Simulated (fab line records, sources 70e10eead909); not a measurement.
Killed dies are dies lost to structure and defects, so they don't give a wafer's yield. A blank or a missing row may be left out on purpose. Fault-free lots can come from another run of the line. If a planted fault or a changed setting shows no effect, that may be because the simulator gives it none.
A struck lot beside a sound one / flow nandHarc / 13 out of 1159 route steps
Sound: wafers L917.2, L917.3, L917.6. The struck wafers were L912.3, L912.5, L912.6. The cause comes at the end.
For every step that has rows: the tool of each side, followed by ch and its chambers, followed by its first start. Under that, the readings that differ: sound wafers / struck wafers / difference of the means / sigmas: that difference in standard deviations of wafers without a fault.
alike: a reading whose means differ by less than 2 such deviations, as well as words and numbers matching on both sides. not compared: withheld readings; readings where some wafer has no value; bounds like >300 that might hide an equal value; numbers whose values overlap and for which the record gives no deviation.
A row with sigmas, a row that says differs or no value, or rows on one side alone: a step with any of these is where the two part. When numbers do not overlap yet have no deviation, they are printed without sigmas and do not part them. A reading missing from all wafers of one side parts the sides only when that side holds two or more wafers.

first, 1 step without rows for these wafers: NHARC_THIN_TSV_SRD_23.
NHARC_THIN_TSV_DEGAS_53: time 60 s.
  struck on pvdSputter-01, day 21 11:26; sound on pvdSputter-02, day 23 03:20
  alike: heaterPowerW
NHARC_THIN_TSV_PRE_CLEAN_54: time 30 s.
  struck on pvdSputter-01, day 21 11:31; sound on pvdSputter-02, day 23 03:23
  alike: heaterPowerW
then, 8 steps without rows for these wafers: NHARC_THIN_TSV_PVD_55 (deposits TiN, target thk 50 nm); NHARC_THIN_TSV_PVD_24 (deposits Al, target thk 800 nm); NHARC_THIN_TSV_DEHYDRATE_25 (time 120 s); NHARC_THIN_TSV_HMDS_26 (time 30 s); NHARC_THIN_TSV_COAT_27; NHARC_THIN_TSV_SOFTBAKE_28 (time 95 s); NHARC_THIN_TSV_EBR_29; NHARC_THIN_TSV_EXPOSE_30 (exposes mask PAD).
NHARC_THIN_TSV_PEB_31: peb time 85 s.
  sound on lithoTrack-02 ch 0, day 23 04:22; struck on lithoTrack-02, day 21 12:28
  no value came back on the struck wafers for chillPlateTempC (C), exhaustPa (Pa); on the sound wafers chillPlateTempC (C) reads 23.01 23.08 23.17
then, 1 step without rows for these wafers: NHARC_THIN_TSV_DEVELOP_32 (time 70 s).

WHERE THEY PART
Within this record, at NHARC_THIN_TSV_PEB_31 only.

WHY: the cause the simulator had injected
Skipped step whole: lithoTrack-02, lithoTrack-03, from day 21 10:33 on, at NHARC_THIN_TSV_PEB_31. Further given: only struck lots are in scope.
